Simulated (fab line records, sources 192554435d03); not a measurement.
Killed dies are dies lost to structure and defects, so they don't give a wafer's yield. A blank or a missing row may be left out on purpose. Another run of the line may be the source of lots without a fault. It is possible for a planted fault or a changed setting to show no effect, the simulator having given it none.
fab line records | flow n5Finfet | part 1 of 2: steps 1 to 26 of 32
record: lots: 5 | wafers: 15 | lastDay: 19
route steps=1938 shown BEOL_M12@1647 BEOL_M13@1659
lots untouched by any fault: they come from a run of this same line in which no faults occurred
startH: the number of hours between the record's first day and the start of the first shown wafer of the lot | waitH: hours from the lot's prior step to this one | " as in the row above | L1.1+2: one row covering several wafers at once | - no value, or no start was given | * or withheld: withheld | < > ~ a bound
route shown NAME@n: NAME is a module with steps in the file, n the number in the route of the first one | usual: the fault-free wafers' mean and standard deviation | same: alike in all rows | chamber/n: place in a boat | sites: the reading at each site | _std_site: their standard deviation | _edge_site: inner sites' mean taken away from outer sites' mean | radiusMm: for every site, how far away it sits from the centre of the wafer | mask NAME#n: copy n | behind: the last tool/chamber to shape the wafer | hold: cause of the lot's hold/its duration in hours/its outcome | device: the n, p or np transistor that did not switch | end of line: the route-end tests of the same wafers | step lacking rows: just its recipe | killed: at the first sort, the dies lost to defects and structure; wafer yield is something else | map: a wafer's dies, x killed, . not, _ none there
set.NAME: setting as actually run; set.NAME@STEP: the setting as run at that earlier step | model.NAME: the simulator's own value behind a step, which no gauge read
lots seen at some steps along the route; tables by step, rows by wafer
services: a tool's chamber out of use, with start hour (startH, from the record's first day; less than 0 if before it), hours out, and reason
== steps ==
step: N5_BEOL_M12_PRE_CLEAN_42
recipe: gas: H2/He | timeS: 30 | tempC: 250
usual: heaterPowerW: 326/29
lot.wafer | tool          | chamber | startH | waitH | heaterPowerW
L078.2    | pvdSputter-03 | -       | 285.95 | 0.0   | 294
L078.4    | "             | -       | "      | "     | 347
L078.6    | "             | -       | "      | "     | 348
L087.2    | pvdSputter-01 | -       | 365.14 | 0.0   | 327
L087.3    | "             | -       | "      | "     | 297
L087.4    | "             | -       | "      | "     | 271
L093.1    | pvdSputter-03 | -       | 371.63 | 0.0   | 351
L093.4    | "             | -       | "      | "     | 348
L093.6    | "             | -       | "      | "     | 353
L095.2    | pvdSputter-01 | -       | 392.93 | 0.0   | 324
L095.4    | "             | -       | "      | "     | 335
L095.6    | "             | -       | "      | "     | 347
L097.2    | pvdSputter-01 | -       | 431.27 | 0.0   | 327
L097.4    | "             | -       | "      | "     | 280
L097.6    | "             | -       | "      | "     | 352
step: N5_BEOL_M12_SPUTTER_43
recipe: material: TaN | targetThkA: 150 | tempC: 50 | biasV: 168.6 | powerW: 15000 | chamberPressurePa: 0.12 | timeS: 24.19
usual: throttleValvePct: 30.6/1.3
lot.wafer | tool          | chamber | startH | waitH | throttleValvePct
L078.2    | pvdSputter-03 | -       | 285.99 | 0.0   | 28.8
L078.4    | "             | -       | "      | "     | 29.0
L078.6    | "             | -       | "      | "     | 29.2
L087.2    | pvdSputter-01 | -       | 365.18 | 0.0   | 32.9
L087.3    | "             | -       | "      | "     | 29.7
L087.4    | "             | -       | "      | "     | 31.4
L093.1    | pvdSputter-03 | -       | 371.67 | 0.0   | 30.4
L093.4    | "             | -       | "      | "     | 29.2
L093.6    | "             | -       | "      | "     | 29.1
L095.2    | pvdSputter-01 | -       | 392.97 | 0.0   | 33.1
L095.4    | "             | -       | "      | "     | 30.6
L095.6    | "             | -       | "      | "     | 31.1
L097.2    | pvdSputter-01 | -       | 431.31 | 0.0   | 33.1
L097.4    | "             | -       | "      | "     | 31.5
L097.6    | "             | -       | "      | "     | 30.7
step: N5_BEOL_M12_SPUTTER_44
recipe: material: Ta | targetThkA: 100 | tempC: 50 | biasV: 80 | powerW: 15000 | chamberPressurePa: 0.07 | timeS: 16.13
usual: throttleValvePct: 30.6/1.3
lot.wafer | tool          | chamber | startH | waitH | throttleValvePct
L078.2    | pvdSputter-03 | -       | 286.07 | 0.0   | 29.1
L078.4    | "             | -       | "      | "     | 29.1
L078.6    | "             | -       | "      | "     | 29.0
L087.2    | pvdSputter-01 | -       | 365.26 | 0.0   | 32.9
L087.3    | "             | -       | "      | "     | 29.9
L087.4    | "             | -       | "      | "     | 31.5
L093.1    | pvdSputter-03 | -       | 371.75 | 0.0   | 30.2
L093.4    | "             | -       | "      | "     | 29.1
L093.6    | "             | -       | "      | "     | 29.0
L095.2    | pvdSputter-01 | -       | 393.05 | 0.0   | 33.0
L095.4    | "             | -       | "      | "     | 31.0
L095.6    | "             | -       | "      | "     | 30.6
L097.2    | pvdSputter-01 | -       | 431.39 | 0.0   | 33.1
L097.4    | "             | -       | "      | "     | 31.7
L097.6    | "             | -       | "      | "     | 30.8
step: N5_BEOL_M12_SPUTTER_45
recipe: material: Cu | targetThkA: 800 | tempC: -20 | biasV: 60 | powerW: 26000 | chamberPressurePa: 0.13 | timeS: 13.33
usual: throttleValvePct: 30.6/1.3
lot.wafer | tool          | chamber | startH | waitH | throttleValvePct
L078.2    | pvdSputter-03 | -       | 286.15 | 0.0   | 28.8
L078.4    | "             | -       | "      | "     | 29.3
L078.6    | "             | -       | "      | "     | 29.3
L087.2    | pvdSputter-01 | -       | 365.34 | 0.0   | 33.0
L087.3    | "             | -       | "      | "     | 29.8
L087.4    | "             | -       | "      | "     | 31.4
L093.1    | pvdSputter-03 | -       | 371.83 | 0.0   | 30.3
L093.4    | "             | -       | "      | "     | 29.4
L093.6    | "             | -       | "      | "     | 29.3
L095.2    | pvdSputter-01 | -       | 393.13 | 0.0   | 33.1
L095.4    | "             | -       | "      | "     | 30.8
L095.6    | "             | -       | "      | "     | 30.8
L097.2    | pvdSputter-01 | -       | 431.47 | 0.0   | 33.0
L097.4    | "             | -       | "      | "     | 31.6
L097.6    | "             | -       | "      | "     | 30.7
step: N5_BEOL_M12_ECD_47
recipe: material: Cu | targetThkA: 7200
lot.wafer  | tool     | chamber | startH | waitH
L078.2+4+6 | ecdCu-02 | 1,0,1   | 286.27 | 0.1
L087.2+3+4 | ecdCu-02 | 0,1,0   | 365.46 | 0.1
L093.1+4+6 | ecdCu-01 | 1,0,0   | 371.95 | 0.1
L095.2+4+6 | ecdCu-01 | 0,1,1   | 393.25 | 0.1
L097.2+4+6 | ecdCu-01 | 0       | 431.66 | 0.2
step: N5_BEOL_M12_ANNEAL_48
recipe: tempC: 225 | timeS: 90 | ambient: N2
usual: wafer_temp_C_max: 226.2/0.32
lot.wafer | tool         | chamber | startH | waitH | wafer_temp_C_max
L078.2    | rtpAnneal-01 | 0       | 286.46 | 0.1   | 225.9
L078.4    | "            | 0       | "      | "     | 226.0
L078.6    | "            | 0       | "      | "     | 225.7
L087.2    | rtpAnneal-02 | 0       | 365.66 | 0.2   | 226.2
L087.3    | "            | 0       | "      | "     | 226.1
L087.4    | "            | 0       | "      | "     | 226.5
L093.1    | rtpAnneal-01 | 0       | 372.10 | 0.1   | 225.7
L093.4    | "            | 0       | "      | "     | 225.7
L093.6    | "            | 0       | "      | "     | 225.9
L095.2    | rtpAnneal-02 | 0       | 393.61 | 0.3   | 226.3
L095.4    | "            | 0       | "      | "     | 226.7
L095.6    | "            | 0       | "      | "     | 226.5
L097.2    | rtpAnneal-01 | 0       | 431.85 | 0.1   | 226.2
L097.4    | "            | 0       | "      | "     | 226.3
L097.6    | "            | 0       | "      | "     | 226.1
step: N5_BEOL_M12_CMP_49
recipe: stopOn: SiOC | tOverpolishS: 20.6 | downForcePsi: 1 | platenRpm: 50 | clearingPlatenDownForcePsi: 1.5 | clearingPlatenRpm: 50 | postCmpClean: cuAlkaline | targetThkNm: 320 | clearingPlatenPadVelocityMS: 0.99484 | padVelocityMS: 0.99484
usual: barrierFieldEndpointS: 30.4/0.8 | motorCurrentA: 5.8/0.32 | overpolishRunS: 20.600/0.0087
lot.wafer | tool   | chamber | startH | waitH | barrierFieldEndpointS | motorCurrentA | overpolishRunS
L078.4    | cmp-02 | 1       | 286.75 | 0.2   | 29.7                  | 5.8           | 20.598
L078.2    | "      | 2       | "      | "     | 29.4                  | 5.7           | 20.596
L078.6    | "      | 0       | "      | "     | 31.0                  | 5.6           | 20.601
L087.4    | cmp-02 | 3       | 365.95 | 0.2   | 30.3                  | 5.6           | 20.612
L087.2    | "      | 0       | "      | "     | 32.2                  | 5.7           | 20.602
L087.3    | "      | 1       | "      | "     | 31.1                  | 5.6           | 20.601
L093.4    | cmp-04 | 0       | 372.43 | 0.2   | 31.2                  | 6.1           | 20.618
L093.1    | "      | 2       | "      | "     | 31.0                  | 5.3           | 20.603
L093.6    | "      | 0       | "      | "     | 31.1                  | 5.9           | 20.602
L095.4    | cmp-03 | 0       | 393.90 | 0.2   | 30.5                  | 5.4           | 20.596
L095.2    | "      | 1       | "      | "     | 29.1                  | 6.2           | 20.590
L095.6    | "      | 3       | "      | "     | 30.6                  | 5.6           | 20.591
L097.2    | cmp-03 | 2       | 432.10 | 0.2   | 30.4                  | 6.0           | 20.609
L097.4    | "      | 0       | "      | "     | 30.6                  | 5.6           | 20.600
L097.6    | "      | 3       | "      | "     | 31.6                  | 5.5           | 20.585
step: N5_BEOL_M12_THK_MEAS_50
recipe: thkMeasGauge: xrf | reads: Cu_of_BEOL_M12_ECD_47
usual: M12_THK: 331/6
lot.wafer | tool         | chamber | startH | waitH | M12_THK[nm]
L078.2    | filmMetro-01 | -       | 287.01 | -     | 317
L078.4    | "            | -       | "      | "     | 327
L078.6    | "            | -       | "      | "     | 320
L087.2    | filmMetro-01 | -       | 366.21 | -     | 332
L087.3    | "            | -       | "      | "     | 331
L087.4    | "            | -       | "      | "     | 325
L093.1    | filmMetro-01 | -       | 372.69 | -     | 329
L093.4    | "            | -       | "      | "     | 319
L093.6    | "            | -       | "      | "     | 325
L095.2    | filmMetro-01 | -       | 394.16 | -     | 330
L095.4    | "            | -       | "      | "     | 336
L095.6    | "            | -       | "      | "     | 336
L097.2    | filmMetro-02 | -       | 432.40 | -     | 331
L097.4    | "            | -       | "      | "     | 328
L097.6    | "            | -       | "      | "     | 330
step: N5_BEOL_M12_PRE_CLEAN_52
recipe: gas: NH3 | timeS: 15 | tempC: withheld | rfPowerW: 300
lot.wafer  | tool     | chamber | startH | waitH
L078.2+4+6 | pecvd-01 | 1,0,1   | 287.04 | 0.0
L087.2+3+4 | pecvd-02 | 1,2,2   | 366.24 | 0.0
L093.1+4+6 | pecvd-01 | 0,0,1   | 372.73 | 0.0
L095.2+4+6 | pecvd-01 | 1,1,0   | 394.19 | 0.0
L097.2+4+6 | pecvd-01 | 2,2,1   | 432.44 | 0.0
step: N5_BEOL_M12_DEP_53
recipe: material: SiCN | targetThkA: 300 | tempC: withheld | precursor: 3MS/NH3 | pressureTorr: 3 | rfW: 675 | timeS: 10.5
usual: chamberPressureTorr: 3.000/0.0071 | showerheadPlenumPTorr: 4.165/0.024 | throttleValvePct: 17.8/0.73
lot.wafer | tool     | chamber | startH | waitH | chamberPressureTorr | showerheadPlenumPTorr | throttleValvePct
L078.2    | pecvd-01 | 1       | 287.07 | 0.0   | 3.002               | 4.143                 | 18.5
L078.4    | "        | 0       | "      | "     | 2.995               | 4.195                 | 16.5
L078.6    | "        | 1       | "      | "     | 3.007               | 4.152                 | 18.3
L087.2    | pecvd-02 | 1       | 366.27 | 0.0   | 2.988               | 4.164                 | 17.9
L087.3    | "        | 2       | "      | "     | 2.999               | 4.178                 | 17.6
L087.4    | "        | 2       | "      | "     | 3.017               | 4.180                 | 17.3
L093.1    | pecvd-01 | 0       | 372.75 | 0.0   | 3.013               | 4.189                 | 16.7
L093.4    | "        | 0       | "      | "     | 2.994               | 4.199                 | 16.3
L093.6    | "        | 1       | "      | "     | 3.005               | 4.144                 | 18.4
L095.2    | pecvd-01 | 1       | 394.22 | 0.0   | 2.990               | 4.145                 | 18.5
L095.4    | "        | 1       | "      | "     | 2.996               | 4.135                 | 18.4
L095.6    | "        | 0       | "      | "     | 2.999               | 4.195                 | 16.4
L097.2    | pecvd-01 | 2       | 432.46 | 0.0   | 3.003               | 4.137                 | 17.9
L097.4    | "        | 2       | "      | "     | 3.012               | 4.131                 | 17.9
L097.6    | "        | 1       | "      | "     | 2.994               | 4.143                 | 18.3
step: N5_BEOL_M12_RS_MEAS_54
recipe: thkMeasGauge: four-point-probe | reads: Cu_of_BEOL_M12_ECD_47+Ta_of_BEOL_M12_SPUTTER_44+TaN_of_BEOL_M12_SPUTTER_43
usual: M12_RS: 0.0597/0.001
lot.wafer | tool         | chamber | startH | waitH | M12_RS[ohm/sq]
L078.2    | filmMetro-01 | -       | 287.13 | 0.0   | 0.0622
L078.4    | "            | -       | "      | "     | 0.0602
L078.6    | "            | -       | "      | "     | 0.0617
L087.2    | filmMetro-01 | -       | 366.33 | 0.0   | 0.0596
L087.3    | "            | -       | "      | "     | 0.0596
L087.4    | "            | -       | "      | "     | 0.0610
L093.1    | filmMetro-02 | -       | 372.81 | 0.0   | 0.0599
L093.4    | "            | -       | "      | "     | 0.0615
L093.6    | "            | -       | "      | "     | 0.0602
L095.2    | filmMetro-01 | -       | 394.28 | 0.0   | 0.0591
L095.4    | "            | -       | "      | "     | 0.0580
L095.6    | "            | -       | "      | "     | 0.0582
L097.2    | filmMetro-01 | -       | 432.52 | 0.0   | 0.0597
L097.4    | "            | -       | "      | "     | 0.0597
L097.6    | "            | -       | "      | "     | 0.0598
step: N5_BEOL_M12_INSPECT_55
recipe: inspectInstrument: darkfield | mode: postDep
usual: rawDefectCount: 74/24
lot.wafer | tool             | chamber | startH | waitH | rawDefectCount
L078.2    | defectInspect-01 | -       | 287.16 | 0.0   | 113
L078.4    | "                | -       | "      | "     | 63
L078.6    | "                | -       | "      | "     | 80
L087.2    | defectInspect-01 | -       | 366.36 | 0.0   | 89
L087.3    | "                | -       | "      | "     | 65
L087.4    | "                | -       | "      | "     | 66
L093.1    | defectInspect-02 | -       | 372.84 | 0.0   | 71
L093.4    | "                | -       | "      | "     | 75
L093.6    | "                | -       | "      | "     | 61
L095.2    | defectInspect-01 | -       | 394.31 | 0.0   | 88
L095.4    | "                | -       | "      | "     | 201
L095.6    | "                | -       | "      | "     | 93
L097.2    | defectInspect-02 | -       | 432.55 | 0.0   | 67
L097.4    | "                | -       | "      | "     | 79
L097.6    | "                | -       | "      | "     | 77
step: N5_BEOL_M13_ILD_DEP_00
recipe: material: SiOC | targetThkA: 8379.2 | tempC: 350 | precursor: DEMS/O2 | pressureTorr: 5 | rfW: 500 | timeS: 166.4
usual: chamberPressureTorr: 4.999/0.012 | heaterPowerW: 462/78 | showerheadPlenumPTorr: 5.693/0.019 | throttleValvePct: 11.9/0.38
lot.wafer | tool     | chamber | startH | waitH | chamberPressureTorr | heaterPowerW | showerheadPlenumPTorr | throttleValvePct
L078.2    | pecvd-04 | 2       | 287.19 | 0.0   | 5.000               | 402          | 5.712                 | 11.3
L078.4    | "        | 1       | "      | "     | 5.017               | 355          | 5.689                 | 12.3
L078.6    | "        | 0       | "      | "     | 4.988               | 310          | 5.712                 | 12.5
L087.2    | pecvd-02 | 1       | 366.39 | 0.0   | 4.998               | 428          | 5.709                 | 11.5
L087.3    | "        | 0       | "      | "     | 4.982               | 475          | 5.695                 | 11.6
L087.4    | "        | 1       | "      | "     | 5.014               | 466          | 5.687                 | 11.8
L093.1    | pecvd-02 | 1       | 372.88 | 0.0   | 4.988               | 442          | 5.689                 | 11.5
L093.4    | "        | 2       | "      | "     | 4.984               | 631          | 5.707                 | 11.7
L093.6    | "        | 0       | "      | "     | 5.003               | 505          | 5.683                 | 11.7
L095.2    | pecvd-03 | 2       | 394.34 | 0.0   | 4.996               | 446          | 5.657                 | 11.9
L095.4    | "        | 0       | "      | "     | 5.005               | 363          | 5.680                 | 11.6
L095.6    | "        | 2       | "      | "     | 5.000               | 520          | 5.650                 | 12.0
L097.2    | pecvd-04 | 1       | 432.59 | 0.0   | 4.986               | 427          | 5.688                 | 12.3
L097.4    | "        | 2       | "      | "     | 4.996               | 467          | 5.710                 | 11.6
L097.6    | "        | 1       | "      | "     | 4.985               | 356          | 5.690                 | 12.5
step: N5_BEOL_M13_THK_MEAS_01
recipe: reads: SiOC_of_BEOL_M13_ILD_DEP_00
usual: M13_ILD_THK: 838/11
lot.wafer | tool         | chamber | startH | waitH | M13_ILD_THK[nm]
L078.2    | filmMetro-01 | -       | 287.35 | 0.1   | 825
L078.4    | "            | -       | "      | "     | 847
L078.6    | "            | -       | "      | "     | 851
L087.2    | filmMetro-01 | -       | 366.55 | 0.1   | 841
L087.3    | "            | -       | "      | "     | 816
L087.4    | "            | -       | "      | "     | 839
L093.1    | filmMetro-02 | -       | 373.03 | 0.1   | 833
L093.4    | "            | -       | "      | "     | 851
L093.6    | "            | -       | "      | "     | 842
L095.2    | filmMetro-02 | -       | 394.56 | 0.2   | 838
L095.4    | "            | -       | "      | "     | 836
L095.6    | "            | -       | "      | "     | 855
L097.2    | filmMetro-02 | -       | 432.74 | 0.1   | 826
L097.4    | "            | -       | "      | "     | 832
L097.6    | "            | -       | "      | "     | 843
step: N5_BEOL_M13_COAT_58
recipe: resist: BARC | tempC: 205 | timeS: 60 | spinRpm: 1500 | resistThkNm: 89
usual: dispensePressureKPa: 49/4.2
lot.wafer | tool          | chamber | startH | waitH | dispensePressureKPa
L078.2    | lithoTrack-03 | 0       | 287.38 | 0.0   | 45
L078.4    | "             | 0       | "      | "     | 45
L078.6    | "             | 0       | "      | "     | 45
L087.2    | lithoTrack-02 | 0       | 366.58 | 0.0   | 50
L087.3    | "             | 0       | "      | "     | 50
L087.4    | "             | 0       | "      | "     | 50
L093.1    | lithoTrack-02 | 0       | 373.06 | 0.0   | 50
L093.4    | "             | 0       | "      | "     | 50
L093.6    | "             | 0       | "      | "     | 50
L095.2    | lithoTrack-02 | 0       | 394.59 | 0.0   | 50
L095.4    | "             | 0       | "      | "     | 50
L095.6    | "             | 0       | "      | "     | 50
L097.2    | lithoTrack-03 | 0       | 432.77 | 0.0   | 45
L097.4    | "             | 0       | "      | "     | 45
L097.6    | "             | 0       | "      | "     | 45
step: N5_BEOL_M13_COAT_04
recipe: spinRpm: 1625 | resistThkNm: 400
usual: dispensePressureKPa: 49/4.2
lot.wafer | tool          | chamber | startH | waitH | dispensePressureKPa
L078.2    | lithoTrack-03 | 0       | -      | -     | 45
L078.4    | "             | 0       | "      | "     | 45
L078.6    | "             | 0       | "      | "     | 45
L087.2    | lithoTrack-02 | 0       | -      | -     | 50
L087.3    | "             | 0       | "      | "     | 50
L087.4    | "             | 0       | "      | "     | 50
L093.1    | lithoTrack-02 | 0       | -      | -     | 50
L093.4    | "             | 0       | "      | "     | 50
L093.6    | "             | 0       | "      | "     | 50
L095.2    | lithoTrack-02 | 0       | -      | -     | 50
L095.4    | "             | 0       | "      | "     | 50
L095.6    | "             | 0       | "      | "     | 50
L097.2    | lithoTrack-03 | 0       | -      | -     | 45
L097.4    | "             | 0       | "      | "     | 45
L097.6    | "             | 0       | "      | "     | 45
step: N5_BEOL_M13_EBR_06
recipe: solvent: PGMEA | ebrWidthMm: 1.5
same: ebrWidthMm: 1.5
lot.wafer  | tool          | chamber | startH | waitH
L078.2+4+6 | lithoTrack-03 | 0       | -      | -
L087.2+3+4 | lithoTrack-02 | 0       | -      | -
L093.1+4+6 | lithoTrack-02 | 0       | -      | -
L095.2+4+6 | lithoTrack-02 | 0       | -      | -
L097.2+4+6 | lithoTrack-03 | 0       | -      | -
step: N5_BEOL_M13_SOFTBAKE_05
recipe: tempC: 130 | timeS: 60
lot.wafer  | tool          | chamber | startH | waitH
L078.2+4+6 | lithoTrack-03 | 0       | -      | -
L087.2+3+4 | lithoTrack-02 | 0       | -      | -
L093.1+4+6 | lithoTrack-02 | 0       | -      | -
L095.2+4+6 | lithoTrack-02 | 0       | -      | -
L097.2+4+6 | lithoTrack-03 | 0       | -      | -
step: N5_BEOL_M13_EXPOSE_07
recipe: maskId: V12 | na: 0.93 | sourceShape: conventional | sigmaOuter: 0.6 | polarization: unpolarized | attpsmPhaseDeg: 180 | doseMj: 24.8
usual: focusOffsetNm: 0.0/0.53
lot.wafer | tool          | chamber | startH | waitH | mask  | focusOffsetNm
L078.2    | krfScanner-02 | 0       | 287.48 | -     | V12#0 | 0.0
L078.4    | "             | 0       | "      | "     | V12#0 | 0.4
L078.6    | "             | 0       | "      | "     | V12#0 | 0.5
L087.2    | krfScanner-01 | 0       | 366.68 | -     | V12#0 | 0.1
L087.3    | "             | 0       | "      | "     | V12#0 | 0.6
L087.4    | "             | 0       | "      | "     | V12#0 | 0.2
L093.1    | krfScanner-01 | 0       | 373.16 | -     | V12#0 | -0.1
L093.4    | "             | 0       | "      | "     | V12#0 | -0.5
L093.6    | "             | 0       | "      | "     | V12#0 | -0.1
L095.2    | krfScanner-02 | 0       | 394.69 | -     | V12#0 | 0.8
L095.4    | "             | 0       | "      | "     | V12#0 | 0.6
L095.6    | "             | 0       | "      | "     | V12#0 | -0.4
L097.2    | krfScanner-02 | 0       | 433.00 | -     | V12#0 | 0.3
L097.4    | "             | 0       | "      | "     | V12#0 | -0.6
L097.6    | "             | 0       | "      | "     | V12#0 | -1.0
step: N5_BEOL_M13_PEB_08
recipe: pebTempC: 130 | pebTimeS: 90
lot.wafer  | tool          | chamber | startH | waitH
L078.2+4+6 | lithoTrack-03 | 0       | 287.53 | 0.0
L087.2+3+4 | lithoTrack-03 | 0       | 366.73 | 0.0
L093.1+4+6 | lithoTrack-02 | 0       | 373.22 | 0.1
L095.2+4+6 | lithoTrack-02 | 0       | 394.74 | 0.0
L097.2+4+6 | lithoTrack-04 | 0       | 433.05 | 0.0
step: N5_BEOL_M13_DEVELOP_09
recipe: developTimeS: 45 | rinseLiquid: diw | dry: airSpin | devTempC: 21
lot.wafer  | tool          | chamber | startH | waitH
L078.2+4+6 | lithoTrack-03 | 0       | -      | -
L087.2+3+4 | lithoTrack-03 | 0       | -      | -
L093.1+4+6 | lithoTrack-02 | 0       | -      | -
L095.2+4+6 | lithoTrack-02 | 0       | -      | -
L097.2+4+6 | lithoTrack-04 | 0       | -      | -
step: N5_BEOL_M13_HARDBAKE_14
recipe: tempC: 130 | timeS: 120
lot.wafer  | tool          | chamber | startH | waitH
L078.2+4+6 | lithoTrack-03 | 0       | -      | -
L087.2+3+4 | lithoTrack-03 | 0       | -      | -
L093.1+4+6 | lithoTrack-02 | 0       | -      | -
L095.2+4+6 | lithoTrack-02 | 0       | -      | -
L097.2+4+6 | lithoTrack-04 | 0       | -      | -
step: N5_BEOL_M13_CD_MEAS_10
recipe: targetCdNm: 190 | landingEnergyEv: 500 | detector: seInlens | polarity: opening
usual: cdNm: 189.3/1.4
lot.wafer | tool     | chamber | startH | waitH | cdNm
L078.2    | cdSem-02 | 0       | 287.65 | -     | 188.6
L078.4    | "        | 0       | "      | "     | 187.5
L078.6    | "        | 0       | "      | "     | 187.8
L087.2    | cdSem-01 | 0       | 366.85 | -     | 189.4
L087.3    | "        | 0       | "      | "     | 189.6
L087.4    | "        | 0       | "      | "     | 188.9
L093.1    | cdSem-01 | 0       | 373.33 | -     | 187.9
L093.4    | "        | 0       | "      | "     | 190.4
L093.6    | "        | 0       | "      | "     | 189.7
L095.2    | cdSem-03 | 0       | 394.86 | -     | 188.0
L095.4    | "        | 0       | "      | "     | 186.9
L095.6    | "        | 0       | "      | "     | 187.3
L097.2    | cdSem-01 | 0       | 433.17 | -     | 188.3
L097.4    | "        | 0       | "      | "     | 190.4
L097.6    | "        | 0       | "      | "     | 190.2
step: N5_BEOL_M13_OVL_MEAS_11
recipe: pointsPerWafer: 44
usual: V12_OVL: -1/6
lot.wafer | tool       | chamber | startH | waitH | V12_OVL[nm]
L078.2    | overlay-02 | 0       | 287.68 | 0.0   | -15
L078.4    | "          | 0       | "      | "     | -12
L078.6    | "          | 0       | "      | "     | 0
L087.2    | overlay-01 | 0       | 366.88 | 0.0   | -2
L087.3    | "          | 0       | "      | "     | 0
L087.4    | "          | 0       | "      | "     | -7
L093.1    | overlay-02 | 0       | 373.36 | 0.0   | -2
L093.4    | "          | 0       | "      | "     | -10
L093.6    | "          | 0       | "      | "     | -10
L095.2    | overlay-02 | 0       | 394.89 | 0.0   | -6
L095.4    | "          | 0       | "      | "     | 1
L095.6    | "          | 0       | "      | "     | 3
L097.2    | overlay-01 | 0       | 433.20 | 0.0   | -6
L097.4    | "          | 0       | "      | "     | -4
L097.6    | "          | 0       | "      | "     | -6
step: N5_BEOL_M13_INSPECT_12
recipe: mode: adi | inspectInstrument: macro
usual: rawDefectCount: 2.2/1.4
lot.wafer | tool             | chamber | startH | waitH | rawDefectCount
L078.2    | defectInspect-01 | -       | 287.70 | 0.0   | 3
L078.4    | "                | -       | "      | "     | 2
L078.6    | "                | -       | "      | "     | 3
L087.2    | defectInspect-02 | -       | 366.90 | 0.0   | 0
L087.3    | "                | -       | "      | "     | 1
L087.4    | "                | -       | "      | "     | 2
L093.1    | defectInspect-01 | -       | 373.38 | 0.0   | 3
L093.4    | "                | -       | "      | "     | 1
L093.6    | "                | -       | "      | "     | 2
L095.2    | defectInspect-01 | -       | 394.91 | 0.0   | 0
L095.4    | "                | -       | "      | "     | 3
L095.6    | "                | -       | "      | "     | 5
L097.2    | defectInspect-01 | -       | 433.22 | 0.0   | 3
L097.4    | "                | -       | "      | "     | 1
L097.6    | "                | -       | "      | "     | 0
step: N5_BEOL_M13_DESCUM_15
recipe: chemistry: O2 | timeS: 7.9 | sourcePowerW: 50 | biasPowerW: 20 | pressureMtorr: 20 | rfFrequencyHz: 2.712e+07 | tempC: 40 | o2FlowSccm: 225
usual: drypumpMotorCurrentA: 5.6/0.38 | oesProductAu: 0.78/0.083 | rfVppV: 243.0/1.1 | showerheadPlenumPTorr: 2.07/0.055 | tempC: 40.02/0.1 | throttleValvePct: 20.40/0.22
lot.wafer | tool       | chamber | startH | waitH | drypumpMotorCurrentA | oesProductAu | rfHoursCounterH | rfVppV | showerheadPlenumPTorr | tempC | throttleValvePct
L078.2    | rieDiel-05 | 1       | 287.74 | 0.0   | 5.6                  | 0.69         | 239             | 243.9  | 2.14                  | 40.08 | 20.34
L078.4    | "          | 0       | "      | "     | 5.2                  | 0.81         | 110             | 242.5  | 2.02                  | 40.04 | 20.12
L078.6    | "          | 0       | "      | "     | 5.2                  | 0.82         | -               | 242.5  | 2.02                  | 40.08 | 20.14
L087.2    | rieDiel-06 | 2       | 366.99 | 0.1   | 5.6                  | 0.70         | 231             | 243.7  | 2.15                  | 39.91 | 20.50
L087.3    | "          | 3       | "      | "     | 5.6                  | 0.66         | 238             | 243.1  | 2.16                  | 40.06 | 20.71
L087.4    | "          | 0       | "      | "     | 5.2                  | 0.76         | 165             | 243.4  | 2.00                  | 39.93 | 20.69
L093.1    | rieDiel-02 | 1       | 373.55 | 0.2   | 5.7                  | 0.79         | 104             | 241.2  | 2.01                  | 40.02 | 20.47
L093.4    | "          | 2       | "      | "     | 6.0                  | 0.72         | 216             | 242.4  | 2.08                  | 40.00 | 20.53
L093.6    | "          | 0       | "      | "     | 5.1                  | 0.67         | -               | 244.8  | 2.15                  | 39.90 | 20.79
L095.2    | rieDiel-05 | 1       | 394.95 | 0.0   | 5.6                  | 0.92         | 14              | 244.3  | 2.13                  | 39.93 | 20.14
L095.4    | "          | 0       | "      | "     | 5.3                  | 0.79         | 144             | 242.9  | 2.01                  | 40.00 | 20.17
L095.6    | "          | 2       | "      | "     | 6.2                  | 0.78         | -               | 242.2  | 2.11                  | 40.24 | 20.25
L097.2    | rieDiel-02 | 0       | 433.25 | 0.0   | 5.1                  | 1.00         | 0               | 244.2  | 2.14                  | 40.04 | 20.40
L097.4    | "          | 1       | "      | "     | 5.6                  | 0.75         | 126             | 242.0  | 2.00                  | 40.20 | 20.50
L097.6    | "          | 3       | "      | "     | 5.7                  | 0.81         | -               | 242.3  | 2.01                  | 40.03 | 20.20
